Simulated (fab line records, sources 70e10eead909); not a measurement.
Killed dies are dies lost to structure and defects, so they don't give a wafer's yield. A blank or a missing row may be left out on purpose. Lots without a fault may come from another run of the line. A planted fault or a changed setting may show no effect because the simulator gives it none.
Chamber matching | flow nand_harc | NHARC_A_SGD_CUT_DEP_00 on pecvd-04: 3 sister chambers
The step deposits SiNx, target thk 50 nm. 6 wafers are shown with their chamber, then 7 later ones without.

WAFERS WITH THEIR CHAMBER
wafer  | chamber | heater_power_w (W) | rf_fwd_power_W (W)
L083.4 | 1       | 854                | 449.4
L087.1 | 0       | 700                | 449.8
L087.2 | 2       | 712                | 449.9
L087.5 | 2       | 722                | 447.5
L088.2 | 1       | 839                | 446.5
L088.4 | 0       | 698                | 446.2

WAFERS WITHOUT THEIR CHAMBER
wafer  | heater_power_w (W) | rf_fwd_power_W (W)
L088.6 | 617                | 447.2
L095.1 | 712                | 446.2
L095.2 | 820                | 450.1
L095.3 | 687                | 449.6
L092.3 | 701                | 449.0
L092.4 | 688                | 448.6
L092.6 | 829                | 445.1

WHICH CHAMBER EACH WENT THROUGH
wafer  | from the rows above     | in truth
L088.6 | 0                       | 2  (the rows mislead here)
L095.1 | can't be placed: 2 or 0 | 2
L095.2 | 1                       | 1
L095.3 | 0                       | 0
L092.3 | can't be placed: 0 or 2 | 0
L092.4 | 0                       | 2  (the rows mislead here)
L092.6 | 1                       | 1
Placed correctly: 3 of 7. Can't be placed from these rows: 2 (the true chamber is among the candidates in 2). Placed wrongly: 2.
How it was worked out, from the rows above alone: a wafer's distance from a chamber is the root of the sum, over the readings, of the square of ((its reading less the chamber's mean) divided by the reading's scatter). The wafer belongs to the nearest chamber; if the next one is less than 2 further off, it can't be placed. A chamber's mean is the mean of its shown wafers. The scatter: the root of (the sum of the squares of (reading less its chamber's mean) over the shown wafers, divided by (wafers less chambers)).
